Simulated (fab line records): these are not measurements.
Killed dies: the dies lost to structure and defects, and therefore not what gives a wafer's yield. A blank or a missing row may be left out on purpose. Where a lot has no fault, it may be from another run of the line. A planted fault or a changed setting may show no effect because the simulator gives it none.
Chamber matching + flow n5 finfet + N5_BEOL_M0_DEP_125 on pecvd-02: 3 sister chambers
The step deposits SiCN from 3MS/NH3, target thk 8 nm, time 14 s. 3 wafers are shown with their chamber, then 12 later ones without.

== WAFERS, EACH WITH ITS CHAMBER ==
| wafer  | chamber | throttle valve pct (%) |
|--------|---------|------------------------|
| L090.4 | 2       | 8.1                    |
| L090.5 | 0       | 9.2                    |
| L090.6 | 1       | 9.3                    |

== WAFERS WITH NO CHAMBER GIVEN ==
| wafer  | throttle valve pct (%) |
|--------|------------------------|
| L091.1 | 8.4                    |
| L091.2 | 8.8                    |
| L091.4 | 9.0                    |
| L091.3 | 7.9                    |
| L091.5 | 8.8                    |
| L091.6 | 8.3                    |
| L094.2 | 9.4                    |
| L094.3 | 8.9                    |
| L094.4 | 8.9                    |
| L095.2 | 9.0                    |
| L095.3 | 8.2                    |
| L095.5 | 8.9                    |

== WHICH CHAMBER EACH WENT THROUGH ==
| wafer  | from the rows above          | in truth |
|--------|------------------------------|----------|
| L091.1 | can't be placed: 2 or 0      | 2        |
| L091.2 | can't be placed: 0 or 1 or 2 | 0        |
| L091.4 | can't be placed: 0 or 1      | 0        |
| L091.3 | 2                            | 2        |
| L091.5 | can't be placed: 0 or 1 or 2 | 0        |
| L091.6 | 2                            | 2        |
| L094.2 | can't be placed: 1 or 0      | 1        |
| L094.3 | can't be placed: 0 or 1 or 2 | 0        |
| L094.4 | can't be placed: 0 or 1 or 2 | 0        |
| L095.2 | can't be placed: 0 or 1      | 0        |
| L095.3 | 2                            | 2        |
| L095.5 | can't be placed: 0 or 1 or 2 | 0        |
Correctly placed: 3 of 12. Not placeable from these rows: 9 (in 9, the candidates include the true chamber). Wrongly placed: 0.
How it was worked out, from the rows above alone: a wafer's distance from a chamber is the root of the sum, over the readings, of the square of ((its reading less the chamber's mean) divided by the reading's scatter). If the next closest chamber is less than 2 further off than the closest, the wafer can't be placed; otherwise it belongs to the closest. The mean given for a chamber averages the wafers shown for that chamber. The scatter: root of mean squared gap, hidden wafer to nearest shown wafer, with one shown wafer a chamber.
